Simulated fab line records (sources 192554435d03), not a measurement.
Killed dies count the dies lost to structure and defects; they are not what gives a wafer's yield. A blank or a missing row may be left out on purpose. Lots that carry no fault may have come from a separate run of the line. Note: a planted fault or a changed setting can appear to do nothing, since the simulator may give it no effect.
Matching of chambers / flow n5Finfet / N5_BEOL_M9_CURE_72 on uvCure-01: 3 sister chambers
The step cures SiCOH lowk, time 120 s. 27 wafers are shown with their chamber, then 12 later ones without.

## EACH WAFER AND ITS CHAMBER
wafer=L076.1; chamber=1; wafer_temp_C_max=371.6; lampPowerPct (%)=52.28
wafer=L076.4; chamber=1; wafer_temp_C_max=371.7; lampPowerPct (%)=52.29
wafer=L076.6; chamber=1; wafer_temp_C_max=371.1; lampPowerPct (%)=52.39
wafer=L075.2; chamber=1; wafer_temp_C_max=370.6; lampPowerPct (%)=52.29
wafer=L075.5; chamber=1; wafer_temp_C_max=371.1; lampPowerPct (%)=52.41
wafer=L075.6; chamber=1; wafer_temp_C_max=370.9; lampPowerPct (%)=52.26
wafer=L077.2; chamber=0; wafer_temp_C_max=371.4; lampPowerPct (%)=52.30
wafer=L077.5; chamber=0; wafer_temp_C_max=371.2; lampPowerPct (%)=52.39
wafer=L077.6; chamber=0; wafer_temp_C_max=371.7; lampPowerPct (%)=52.26
wafer=L079.1; chamber=0; wafer_temp_C_max=371.6; lampPowerPct (%)=52.42
wafer=L079.2; chamber=0; wafer_temp_C_max=371.4; lampPowerPct (%)=52.27
wafer=L079.4; chamber=0; wafer_temp_C_max=371.8; lampPowerPct (%)=52.33
wafer=L080.1; chamber=0; wafer_temp_C_max=371.8; lampPowerPct (%)=52.36
wafer=L080.3; chamber=0; wafer_temp_C_max=371.4; lampPowerPct (%)=52.35
wafer=L080.4; chamber=0; wafer_temp_C_max=371.7; lampPowerPct (%)=52.29
wafer=L080.2; chamber=0; wafer_temp_C_max=371.9; lampPowerPct (%)=52.30
wafer=L080.5; chamber=0; wafer_temp_C_max=371.5; lampPowerPct (%)=52.29
wafer=L080.6; chamber=0; wafer_temp_C_max=371.6; lampPowerPct (%)=52.34
wafer=L082.2; chamber=2; wafer_temp_C_max=371.6; lampPowerPct (%)=52.39
wafer=L082.4; chamber=2; wafer_temp_C_max=372.3; lampPowerPct (%)=52.37
wafer=L082.6; chamber=2; wafer_temp_C_max=372.0; lampPowerPct (%)=52.24
wafer=L084.3; chamber=1; wafer_temp_C_max=371.1; lampPowerPct (%)=52.31
wafer=L084.4; chamber=1; wafer_temp_C_max=371.3; lampPowerPct (%)=52.43
wafer=L084.5; chamber=1; wafer_temp_C_max=371.1; lampPowerPct (%)=52.37
wafer=L086.1; chamber=0; wafer_temp_C_max=371.2; lampPowerPct (%)=52.36
wafer=L086.2; chamber=0; wafer_temp_C_max=371.4; lampPowerPct (%)=52.31
wafer=L086.5; chamber=0; wafer_temp_C_max=371.7; lampPowerPct (%)=52.33

SIGNATURES (averages over the wafers above)
reading=wafer_temp_C_max; chamber 0=371.553; chamber 1=371.167; chamber 2=371.967; scatter within a chamber=0.274
reading=lampPowerPct; chamber 0=52.3267; chamber 1=52.3367; chamber 2=52.3333; scatter within a chamber=0.0552
Rule: for a wafer and a chamber, the distance is found by dividing, reading by reading, the gap between the wafer's reading and the chamber's mean by the reading's scatter, squaring, summing and taking the root. The wafer belongs to the nearest chamber; if the next one is less than 2 further off, it can't be placed. The scatter: the root of (the sum of the squares of (reading less its chamber's mean) over the shown wafers, divided by (wafers less chambers)).

## WAFERS WITH NO CHAMBER GIVEN
wafer=L087.3; wafer_temp_C_max=371.6; lampPowerPct (%)=52.32
wafer=L087.4; wafer_temp_C_max=371.7; lampPowerPct (%)=52.32
wafer=L087.6; wafer_temp_C_max=371.8; lampPowerPct (%)=52.26
wafer=L088.2; wafer_temp_C_max=371.3; lampPowerPct (%)=52.21
wafer=L088.3; wafer_temp_C_max=371.0; lampPowerPct (%)=52.26
wafer=L088.5; wafer_temp_C_max=371.7; lampPowerPct (%)=52.26
wafer=L090.1; wafer_temp_C_max=371.6; lampPowerPct (%)=52.34
wafer=L090.2; wafer_temp_C_max=371.6; lampPowerPct (%)=52.26
wafer=L090.5; wafer_temp_C_max=371.3; lampPowerPct (%)=52.29
wafer=L090.3; wafer_temp_C_max=371.7; lampPowerPct (%)=52.22
wafer=L090.4; wafer_temp_C_max=371.1; lampPowerPct (%)=52.34
wafer=L090.6; wafer_temp_C_max=371.4; lampPowerPct (%)=52.30

## THE CHAMBER EACH PASSED THROUGH
wafer=L087.3; from the rows above=can't be placed: 0 or 2 or 1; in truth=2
wafer=L087.4; from the rows above=can't be placed: 0 or 2 or 1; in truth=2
wafer=L087.6; from the rows above=can't be placed: 2 or 0 or 1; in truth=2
wafer=L088.2; from the rows above=can't be placed: 0 or 1 or 2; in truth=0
wafer=L088.3; from the rows above=can't be placed: 1 or 0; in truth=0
wafer=L088.5; from the rows above=can't be placed: 0 or 2 or 1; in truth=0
wafer=L090.1; from the rows above=can't be placed: 0 or 2 or 1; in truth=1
wafer=L090.2; from the rows above=can't be placed: 0 or 2 or 1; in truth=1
wafer=L090.5; from the rows above=can't be placed: 1 or 0 or 2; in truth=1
wafer=L090.3; from the rows above=can't be placed: 0 or 2 or 1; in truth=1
wafer=L090.4; from the rows above=can't be placed: 1 or 0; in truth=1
wafer=L090.6; from the rows above=can't be placed: 0 or 1 or 2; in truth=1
Placed correctly: 0 of 12. These rows do not allow placing 12 (true chamber among the candidates in 12). Number placed wrongly: 0.
